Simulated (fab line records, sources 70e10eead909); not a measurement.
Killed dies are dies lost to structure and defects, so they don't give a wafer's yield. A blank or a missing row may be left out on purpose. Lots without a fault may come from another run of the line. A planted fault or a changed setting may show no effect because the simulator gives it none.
Which tool did it? | flow nand_harc | 6 lots, 18 wafers sampled, at 1 step of a route of 1302

WHAT THE GAUGES READ, wafer by wafer
NHARC_P_M2_THK_MEAS_24: measures by xrf.
lot  | measured     | on            | thk_nm (nm)
L835 | day 6 19:44  | film_metro-01 | 145.0 145.2 145.7
L837 | day 7 14:27  | film_metro-02 | 144.8 146.2 144.4
L841 | day 9 06:53  | film_metro-02 | 142.8 145.7 144.0
L846 | day 11 11:02 | film_metro-01 | 143.1 145.6 146.2
L852 | day 14 00:41 | film_metro-02 | 146.6 144.2 147.6
L855 | day 15 17:01 | film_metro-01 | 143.9 141.6 143.1

WHICH TOOL RAN EACH LOT (tool, then ch and the chambers of the sampled wafers, then the start)
The record holds no process step before these readings.

THE ANSWER, worked out from the rows above alone
Rule: what is usual is taken from the lots themselves. Put in order of their means at a reading, lots are off if they are a third of the lots or fewer, leave a main group of 4 or more, and stand apart from it by a gap of 3 or more times the standard deviation of the main group's means; of several such gaps the widest counts. A main group whose means are all the same, to the digits that the tables above print for the reading, isn't used. A lot without any number at a reading at which 4 lots or more have one is off too. The other lots that the step has rows for count as sound.
No lot is off at any reading shown: from this, nothing can be told.

WHAT THE SIMULATOR HAD PUT IN
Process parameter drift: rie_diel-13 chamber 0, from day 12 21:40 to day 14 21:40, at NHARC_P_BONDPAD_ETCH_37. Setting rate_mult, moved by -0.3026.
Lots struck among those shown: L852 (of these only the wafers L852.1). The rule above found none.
